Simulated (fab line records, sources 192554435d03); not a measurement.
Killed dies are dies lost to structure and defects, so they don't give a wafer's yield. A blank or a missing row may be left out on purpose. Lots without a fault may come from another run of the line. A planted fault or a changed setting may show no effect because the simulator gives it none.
Which tool did it? | flow n5_finfet | 10 lots, 30 wafers sampled, at 4 steps of a route of 1938

WHAT THE GAUGES READ, wafer by wafer
N5_BEOL_M15_OVL_MEAS_29. Usual: M15_OVL 0 nm, standard deviation 5.6.
lot  | measured     | on         | M15_OVL (nm) | flag
L718 | day 13 02:38 | overlay-01 | -10 -5 -13   |
L720 | day 13 13:00 | overlay-02 | -2 1 4       |
L723 | day 14 03:40 | overlay-02 | 0 0 6        |
L726 | day 15 06:19 | overlay-01 | -14 0 -7     |
L730 | day 15 23:34 | overlay-02 | 0 0 7        |
L731 | day 16 04:20 | overlay-02 | 7 4 5        |
L729 | day 16 11:46 | overlay-02 | 8 10 1       |
L734 | day 16 16:18 | overlay-02 | -4 -10 -14   |
L732 | day 16 22:08 | overlay-02 | 1 3 4        |
L735 | day 17 15:04 | overlay-02 | 0 2 0        |

N5_BEOL_M15_INSPECT_30: inspects for defects (macro). Usual: raw_defect_count 2.1, standard deviation 1.5.
lot  | measured     | on                | raw_defect_count | flag
L718 | day 13 02:40 | defect_inspect-02 | 4 3 3            |
L720 | day 13 13:02 | defect_inspect-01 | 2 0 1            |
L723 | day 14 03:41 | defect_inspect-01 | 1 1 1            |
L726 | day 15 06:20 | defect_inspect-02 | 3 2 5            |
L730 | day 15 23:36 | defect_inspect-01 | 3 1 2            |
L731 | day 16 04:21 | defect_inspect-02 | 4 3 >300         |
L729 | day 16 11:47 | defect_inspect-01 | 1 >300 >300      |
L734 | day 16 16:20 | defect_inspect-01 | 2 4 1            |
L732 | day 16 22:10 | defect_inspect-01 | 2 2 2            |
L735 | day 17 15:05 | defect_inspect-02 | 1 5 1            |

WHICH TOOL RAN EACH LOT (tool, then ch and the chambers of the sampled wafers, then the start)
lot  | N5_BEOL_M15_STRIP_63                          | N5_BEOL_M15_ETCH_57
L718 | rie_diel-05 ch 0,1, day 13 01:43 or earlier   | rie_diel-03 ch 0,1,2, day 13 01:43
L720 | rie_diel-04 ch 0,2,3, day 13 12:04 or earlier | rie_diel-03 ch 1,2,3, day 13 12:04
L723 | rie_diel-05 ch 2,3, day 14 02:44 or earlier   | rie_diel-03 ch 0,1, day 14 02:44
L726 | rie_diel-04 ch 0,1,2, day 15 05:23 or earlier | rie_diel-04 ch 0,2,3, day 15 05:23
L730 | rie_diel-04 ch 0,2,3, day 15 22:46 or earlier | rie_diel-05 ch 0,1,3, day 15 22:46
L731 | rie_diel-05 ch 0,1,2, day 16 03:24 or earlier | rie_diel-03 ch 0,3, day 16 03:24
L729 | rie_diel-03 ch 0,2,3, day 16 10:58 or earlier | rie_diel-03 ch 0,1, day 16 10:58
L734 | rie_diel-04 ch 0,1, day 16 15:22 or earlier   | rie_diel-04 ch 0,1,3, day 16 15:22
L732 | rie_diel-05 ch 0,2, day 16 21:13 or earlier   | rie_diel-04 ch 1,3, day 16 21:13
L735 | rie_diel-05 ch 1,2, day 17 13:15 or earlier   | rie_diel-04 ch 1,3, day 17 13:15
- N5_BEOL_M15_STRIP_63: strips in O2.
- N5_BEOL_M15_ETCH_57: etches SOC in N2/H2, time 750 s.

WHAT THE TOOLS THEMSELVES READ (means of the sampled wafers that have a number; where no wafer has one, the mark that the record gives instead)
N5_BEOL_M15_STRIP_63. Usual: drypump_motor_current_A 5.8 A, standard deviation 0.41; oes_product_au 0.78 a.u., standard deviation 0.096; rf_vpp_V 3.7 V, standard deviation 0.75; showerhead_plenum_p_Torr 2.11 Torr, standard deviation 0.08; throttle_valve_pct 16.75 %, standard deviation 0.25.
lot  | tool        | drypump_motor_current_A (A) | oes_product_au (a.u.) | rf_vpp_V (V) | showerhead_plenum_p_Torr (Torr) | throttle_valve_pct (%) | flag
L718 | rie_diel-05 | 6.1                         | 0.70                  | 4.4          | 2.02                            | 16.88                  |
L720 | rie_diel-04 | 5.7                         | 0.86                  | 3.3          | 2.09                            | 16.64                  |
L723 | rie_diel-05 | 6.2                         | 0.70                  | 3.4          | 2.14                            | 16.86                  |
L726 | rie_diel-04 | 5.5                         | 0.80                  | 3.8          | 2.05                            | 16.82                  |
L730 | rie_diel-04 | 5.7                         | 0.83                  | 4.7          | 2.09                            | 16.67                  |
L731 | rie_diel-05 | 6.1                         | 0.79                  | 3.1          | 2.14                            | 16.70                  |
L729 | rie_diel-03 | 5.7                         | 0.83                  | 3.4          | 2.18                            | 16.55                  |
L734 | rie_diel-04 | 5.1                         | 0.71                  | 3.4          | 2.02                            | 17.02                  |
L732 | rie_diel-05 | 6.3                         | 0.78                  | 2.7          | 2.14                            | 16.61                  |
L735 | rie_diel-05 | 6.0                         | 0.70                  | 4.2          | 2.08                            | 16.96                  |

N5_BEOL_M15_ETCH_57. Usual: drypump_motor_current_A 5.7 A, standard deviation 0.4; oes_product_au 0.80 a.u., standard deviation 0.093; rf_vpp_V 524.4 V, standard deviation 2.8; showerhead_plenum_p_Torr 2.56 Torr, standard deviation 0.1; throttle_valve_pct 17.74 %, standard deviation 0.28.
lot  | tool        | drypump_motor_current_A (A) | oes_product_au (a.u.) | rf_vpp_V (V) | showerhead_plenum_p_Torr (Torr) | throttle_valve_pct (%) | flag
L718 | rie_diel-03 | 5.6                         | 0.84                  | 526.6        | 2.62                            | 17.59                  |
L720 | rie_diel-03 | 5.5                         | 0.86                  | 524.6        | 2.59                            | 17.44                  |
L723 | rie_diel-03 | 5.3                         | 0.77                  | 523.7        | 2.53                            | 17.67                  |
L726 | rie_diel-04 | 5.7                         | 0.83                  | 523.5        | 2.52                            | 17.69                  |
L730 | rie_diel-05 | 6.1                         | 0.78                  | 525.7        | 2.61                            | 17.92                  |
L731 | rie_diel-03 | 5.8                         | 0.81                  | 526.0        | 2.62                            | 17.73                  |
L729 | rie_diel-03 | 5.6                         | 0.76                  | 525.6        | 2.60                            | 17.86                  |
L734 | rie_diel-04 | 5.4                         | 0.76                  | 523.6        | 2.53                            | 17.86                  |
L732 | rie_diel-04 | 5.4                         | 0.77                  | 524.6        | 2.57                            | 17.83                  |
L735 | rie_diel-04 | 5.4                         | 0.77                  | 525.1        | 2.57                            | 17.83                  |

THE ANSWER, worked out from the rows above alone
Rule: a lot is off if the mean of its wafers that have a number lies more than 3 standard deviations from the usual mean. A lot without any number at a reading at which 4 lots or more have one is off too. The other lots that the step has rows for count as sound. The gauges are gone through in route order, then the tools' own readings, and for those a lot's mean is taken as printed above. The first step at which some lot is off is used, and at that step the reading that is off furthest; a lot without a number counts as furthest.
No lot is off at any reading shown: from this, nothing can be told.

WHAT THE SIMULATOR HAD PUT IN
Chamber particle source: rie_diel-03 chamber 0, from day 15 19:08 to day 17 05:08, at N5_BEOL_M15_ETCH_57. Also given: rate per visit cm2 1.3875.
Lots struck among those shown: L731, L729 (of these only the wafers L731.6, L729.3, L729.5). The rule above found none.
